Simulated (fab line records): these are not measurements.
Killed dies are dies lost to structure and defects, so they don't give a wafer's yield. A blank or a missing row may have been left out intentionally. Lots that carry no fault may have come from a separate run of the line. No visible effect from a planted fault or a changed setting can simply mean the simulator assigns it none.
Which tool was responsible? || flow nandHarc || route of 1302 steps, sampled at 1 step: 7 lots, 21 wafers

WHAT THE GAUGES SHOWED, per wafer
NHARC_A_CHANNEL_FILL_D2_INSPECT_13.
{"lot": "L366", "measured": "day 15 20:46", "on": "defectInspect-02", "rawDefectCount": "218 271 210"}
{"lot": "L369", "measured": "day 18 01:32", "on": "defectInspect-02", "rawDefectCount": "248 309 553"}
{"lot": "L374", "measured": "day 20 07:04", "on": "defectInspect-02", "rawDefectCount": "288 243 291"}
{"lot": "L379", "measured": "day 22 01:08", "on": "defectInspect-02", "rawDefectCount": "209 265 193"}
{"lot": "L381", "measured": "day 23 08:04", "on": "defectInspect-02", "rawDefectCount": "225 236 291"}
{"lot": "L385", "measured": "day 24 16:56", "on": "defectInspect-01", "rawDefectCount": "235 410 284"}
{"lot": "L387", "measured": "day 24 23:47", "on": "defectInspect-01", "rawDefectCount": "282 284 403"}

EACH LOT AND THE TOOL THAT RAN IT (in order: tool; ch and the chambers of the sampled wafers; start)
Record: no process step prior to these readings.

THE ANSWER, worked out from the rows above alone
Rule: usual is defined by the lots themselves. The widest of any qualifying gaps counts: lots, ordered by their means at a reading, are off when they make up no more than a third of the lots, leave a main group of 4 or more, and stand apart from it by 3 or more times the standard deviation of that group's means. A main group is skipped when, at the precision printed for the reading in the tables above, its means are all equal. Also off: a lot with no number at a reading for which 4 or more lots have one. Where the step has rows for the other lots, those lots are counted as sound.
None of the lots is off at any reading shown; this tells nothing.

WHAT THE SIMULATOR PUT IN
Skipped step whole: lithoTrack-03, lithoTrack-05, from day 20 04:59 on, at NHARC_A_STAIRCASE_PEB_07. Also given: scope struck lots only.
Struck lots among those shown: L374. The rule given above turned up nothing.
